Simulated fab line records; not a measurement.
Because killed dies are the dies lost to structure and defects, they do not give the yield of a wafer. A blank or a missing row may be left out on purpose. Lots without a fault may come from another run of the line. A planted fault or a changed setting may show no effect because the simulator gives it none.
Chamber matching ; flow nand harc ; 4 sister chambers for NHARC_P_BONDPAD_CMP_19 on cmp-03
The step polishes, t overpolish 30 s, cu recess touch 16 s, target thk 160.81 nm. 8 wafers are shown with their chamber, then 9 later ones without.

EACH WAFER AND ITS CHAMBER
wafer;chamber;motor current A (A);overpolish run s (s)
L871.2;0;12.5;30.009
L871.5;0;13.7;29.998
L877.2;3;10.6;29.996
L877.6;2;11.6;29.985
L881.2;3;10.5;29.986
L881.6;1;15.3;30.010
L888.3;1;15.3;29.998
L888.4;2;11.8;30.013

WAFERS MISSING THEIR CHAMBER
wafer;motor current A (A);overpolish run s (s)
L888.6;10.7;30.006
L889.2;11.4;30.010
L889.4;10.4;30.007
L889.5;14.0;30.006
L891.2;13.4;29.988
L891.3;10.6;30.004
L892.4;10.7;30.019
L892.5;16.1;30.010
L892.6;13.3;29.996

CHAMBER TAKEN BY EACH
wafer;from the rows above;in truth
L888.6;can't be placed: 3 or 2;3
L889.2;can't be placed: 2 or 3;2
L889.4;can't be placed: 3 or 2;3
L889.5;can't be placed: 0 or 1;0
L891.2;0;0
L891.3;can't be placed: 3 or 2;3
L892.4;can't be placed: 3 or 2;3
L892.5;1;1
L892.6;0;0
Correctly placed: 3 of 9. From these rows, 6 cannot be placed; in 6 the true chamber is one of the candidates. 0 placed wrongly.
How it was worked out, from the rows above alone: a wafer's distance from a chamber is the root of the sum, over the readings, of the square of ((its reading less the chamber's mean) divided by the reading's scatter). The wafer belongs to the nearest chamber; if the next one is less than 2 further off, it can't be placed. Each chamber's mean is taken over the wafers shown for it. The scatter: the root of (the sum of the squares of (reading less its chamber's mean) over the shown wafers, divided by (wafers less chambers)).
